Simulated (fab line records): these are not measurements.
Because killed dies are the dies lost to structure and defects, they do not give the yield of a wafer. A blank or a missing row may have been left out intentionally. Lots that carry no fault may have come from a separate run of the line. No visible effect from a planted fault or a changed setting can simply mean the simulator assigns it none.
Matching of chambers	flow n5-finfet	N5_ILD0_CMP_12 on cmp-03 has 4 sister chambers
The step polishes SiNx, stops on poly-Si, t overpolish 6 s, target thk 17.67 nm. 4 wafers are shown with their chamber, then 7 later ones without.

## WAFERS WITH THEIR CHAMBER
wafer	chamber	motor-current-A (A)
L087.3	2	9.0
L087.4	0	10.6
L090.1	3	9.8
L090.2	1	8.7

## WAFERS MISSING THEIR CHAMBER
wafer	motor-current-A (A)
L090.3	9.8
L093.2	8.8
L093.4	8.9
L094.2	8.4
L094.3	10.2
L095.1	8.7
L095.4	8.7

## WHICH CHAMBER EACH ONE RAN IN
wafer	from the rows above	in truth
L090.3	3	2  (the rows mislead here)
L093.2	can't be placed: 1 or 2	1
L093.4	can't be placed: 2 or 1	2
L094.2	can't be placed: 1 or 2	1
L094.3	can't be placed: 3 or 0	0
L095.1	can't be placed: 1 or 2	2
L095.4	can't be placed: 1 or 2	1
Placed correctly: 0 of 7. These rows do not allow placing 6 (true chamber among the candidates in 6). Placed wrongly: 1.
How it was worked out, from the rows above alone: a wafer's distance from a chamber is the root of the sum, over the readings, of the square of ((its reading less the chamber's mean) divided by the reading's scatter). The wafer belongs to the nearest chamber; if the next one is less than 2 further off, it can't be placed. The mean given for a chamber averages the wafers shown for that chamber. The scatter: with one shown wafer a chamber, the root of the mean of the squares of how far each hidden wafer lies from its nearest shown one.
